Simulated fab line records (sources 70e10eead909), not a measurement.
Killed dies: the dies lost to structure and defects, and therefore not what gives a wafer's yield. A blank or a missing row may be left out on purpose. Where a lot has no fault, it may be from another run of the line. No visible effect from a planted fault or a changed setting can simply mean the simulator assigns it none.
Chamber matching -- flow nand-harc -- ald-hk-01 running NHARC_A_WL_FILL_ALD_10: 4 sister chambers
The step deposits SiO2, target thk 50 nm, pulse time 10 s, ald cycles 500. 4 wafers are shown with their chamber, then 12 later ones without.

## WAFERS WITH THEIR CHAMBER
wafer,chamber,heater-power-w (W)
L092.4,0,502
L090.1,2,441
L090.4,1,420
L090.5,3,442

## WAFERS WITH NO CHAMBER GIVEN
wafer,heater-power-w (W)
L091.1,409
L091.3,439
L091.4,515
L094.2,505
L094.3,412
L094.4,445
L095.2,442
L095.4,494
L095.3,418
L095.1,433
L095.5,500
L095.6,424

## THE CHAMBER EACH PASSED THROUGH
wafer,from the rows above,in truth
L091.1,1,1
L091.3,can't be placed: 2 or 3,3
L091.4,0,0
L094.2,0,0
L094.3,1,1
L094.4,can't be placed: 3 or 2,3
L095.2,can't be placed: 3 or 2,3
L095.4,0,0
L095.3,1,1
L095.1,can't be placed: 2 or 3 or 1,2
L095.5,0,0
L095.6,can't be placed: 1 or 2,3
Correctly placed: 7 of 12. Can't be placed from these rows: 5 (the true chamber is among the candidates in 4). Number placed wrongly: 0.
How it was worked out, from the rows above alone: a wafer's distance from a chamber is the root of the sum, over the readings, of the square of ((its reading less the chamber's mean) divided by the reading's scatter). The wafer belongs to the nearest chamber; if the next one is less than 2 further off, it can't be placed. Each chamber's mean is taken over the wafers shown for it. The scatter: with one shown wafer a chamber, the root of the mean of the squares of how far each hidden wafer lies from its nearest shown one.
